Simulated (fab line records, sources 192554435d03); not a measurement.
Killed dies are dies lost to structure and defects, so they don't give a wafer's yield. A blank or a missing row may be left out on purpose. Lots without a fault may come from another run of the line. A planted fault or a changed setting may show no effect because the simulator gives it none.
Split-lot experiment | flow n5_finfet | 7 lots, 21 wafers read, on a route of 1938 steps

THE SPLIT
At N5_BEOL_M7_ILD_DEP_00 (deposits SiCOH lowk from DEMS/porogen, target thk 179.75 nm, time 33.4 s), the setting time_s was moved away from the recipe's 33.4 s on 13 of the 21 wafers read, by -10.5% to +13.4%. The other wafers ran this setting at the recipe's value.

FROM THE SPLIT TO THE READING: what the file shows between them, 1 step
- N5_BEOL_M7_CURE_74: cures SiCOH lowk, time 240 s

THE READING
M7_ILD_THK, in nm, at N5_BEOL_M7_THK_MEAS_01. Fault-free wafers of this fab line usually give 155.3 nm, standard deviation 2.2 nm.

wafer  | tool, chamber at the split | time_s as run, s | against the recipe | M7_ILD_THK, nm | against lot-mates on the recipe
L077.1 | pecvd-04, 2                | 33.4             | recipe             | 155.5          | -
L077.2 | pecvd-04, 1                | 33.4             | recipe             | 152.6          | -
L077.3 | pecvd-04, 0                | 33.4             | recipe             | 150.1          | -
L082.2 | pecvd-02, 0                | 29.89            | -10.5%             | 138.3          | -18.4
L082.3 | pecvd-02, 2                | 33.4             | recipe             | 156.7          | -
L082.6 | pecvd-02, 2                | 29.89            | -10.5%             | 139.4          | -17.3
L084.3 | pecvd-02, 1                | 35.73            | +7.0%              | 166.0          | no lot-mate on the recipe
L084.5 | pecvd-02, 2                | 35.73            | +7.0%              | 167.0          | no lot-mate on the recipe
L084.6 | pecvd-02, 1                | 35.73            | +7.0%              | 167.8          | no lot-mate on the recipe
L085.1 | pecvd-04, 0                | 36.45            | +9.1%              | 164.6          | +6.3
L085.5 | pecvd-04, 0                | 36.45            | +9.1%              | 167.4          | +9.1
L085.6 | pecvd-04, 2                | 33.4             | recipe             | 158.3          | -
L087.2 | pecvd-04, 2                | 31.26            | -6.4%              | 149.7          | -3.5
L087.3 | pecvd-04, 1                | 33.4             | recipe             | 153.2          | -
L087.6 | pecvd-04, 2                | 31.26            | -6.4%              | 150.2          | -3.0
L089.2 | pecvd-02, 0                | 33.4             | recipe             | 155.4          | -
L089.5 | pecvd-02, 0                | 37.89            | +13.4%             | 176.2          | +20.8
L089.6 | pecvd-02, 1                | 37.89            | +13.4%             | 177.2          | +21.8
L093.2 | pecvd-02, 2                | 36.32            | +8.7%              | 167.5          | +12.9
L093.3 | pecvd-02, 1                | 33.4             | recipe             | 154.6          | -
L093.6 | pecvd-02, 2                | 36.32            | +8.7%              | 172.9          | +18.3

THE FIT
A straight line over all 21 wafers: M7_ILD_THK changes by +1.48 nm for each +1% of time_s; r = +0.97; the points scatter about the line by 2.7 nm.
The same after taking each lot's own level away (the mean of its wafers on the recipe; 18 wafers): +1.42 nm for each +1%; r = +0.95; scatter 3.6 nm.
On that fit, the largest move of time_s shifts the reading by 19 nm.
The lots' own levels span 152.73 to 158.30 nm, that is 2.5 times the standard deviation above.
So the lot-to-lot level changes the slope little: the two slopes agree.
Check: with one of the wafers moved furthest among these (+13.4%) left out of the fit, the line predicts +19 nm for it against its lot-mates. It came out at +20.8 nm against them.

OTHER SPLITS ON THESE WAFERS
These wafers also went through other splits before the reading. Each is held against what the fit with the lots' levels taken away leaves over:
other split on the same wafers | wafers away from the commonest value | r with M7_ILD_THK (lot level and that fit taken away)
N5_BEOL_M5_COAT_66 spin_rpm    | 6                                    | +0.20

THE WHOLE CHAIN: every reading that the file lists as answering this split, in the file's order
step                   | what it does                                                             | reading                                                                                  | change (the file's fit)              | r (the file's)
N5_BEOL_M7_ILD_DEP_00  | deposits SiCOH lowk from DEMS/porogen, target thk 179.75 nm, time 33.4 s | SiCOH_lowk_of_BEOL_M7_ILD_DEP_00.thk_nm (the simulator's own value, which no gauge read) | +1.65 nm for each +1% of the setting | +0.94
N5_BEOL_M7_CURE_74     | cures SiCOH lowk, time 240 s                                             | SiCOH_lowk_of_BEOL_M7_ILD_DEP_00.thk_nm (the simulator's own value, which no gauge read) | +1.43 nm for each +1% of the setting | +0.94
N5_BEOL_M7_THK_MEAS_01 |                                                                          | M7_ILD_THK                                                                               | +1.43 for each +1% of the setting    | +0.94

THE FILE'S OWN FIT
M7_ILD_THK changes by +1.43 nm for each +1% of time_s, r = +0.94.
